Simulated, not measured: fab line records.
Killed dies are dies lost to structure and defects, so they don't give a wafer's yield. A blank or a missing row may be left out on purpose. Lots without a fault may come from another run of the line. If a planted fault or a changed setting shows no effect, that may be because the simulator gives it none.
Matching of chambers    flow n5Finfet    N5_BEOL_M0_SAQP_PECVD_97 on pecvd-01: 3 sister chambers
The step deposits SiNx from SiH4/NH3/N2, target thk 23 nm, time 19.9 s. 3 wafers are shown with their chamber, then 8 later ones without.

== WAFERS PAIRED WITH THEIR CHAMBERS ==
wafer   chamber  throttleValvePct (%)
L085.3  0        37.4
L085.6  2        40.6
L086.1  1        42.8

== WAFERS WITHOUT THEIR CHAMBER ==
wafer   throttleValvePct (%)
L086.2  40.9
L086.5  40.4
L087.2  42.7
L087.4  40.7
L087.6  37.4
L093.3  37.7
L093.4  42.9
L093.5  42.9

== EACH ONE'S CHAMBER ==
wafer   from the rows above  in truth
L086.2  2                    2
L086.5  2                    2
L087.2  1                    1
L087.4  2                    2
L087.6  0                    0
L093.3  0                    0
L093.4  1                    1
L093.5  1                    1
Correct placement for 8 of the 8. Number that these rows cannot place: 0. Wrongly placed: 0.
How it was worked out, from the rows above alone: a wafer's distance from a chamber is the root of the sum, over the readings, of the square of ((its reading less the chamber's mean) divided by the reading's scatter). The wafer belongs to the nearest chamber; if the next one is less than 2 further off, it can't be placed. Each chamber's mean is taken over the wafers shown for it. The scatter: root of mean squared gap, hidden wafer to nearest shown wafer, with one shown wafer a chamber.
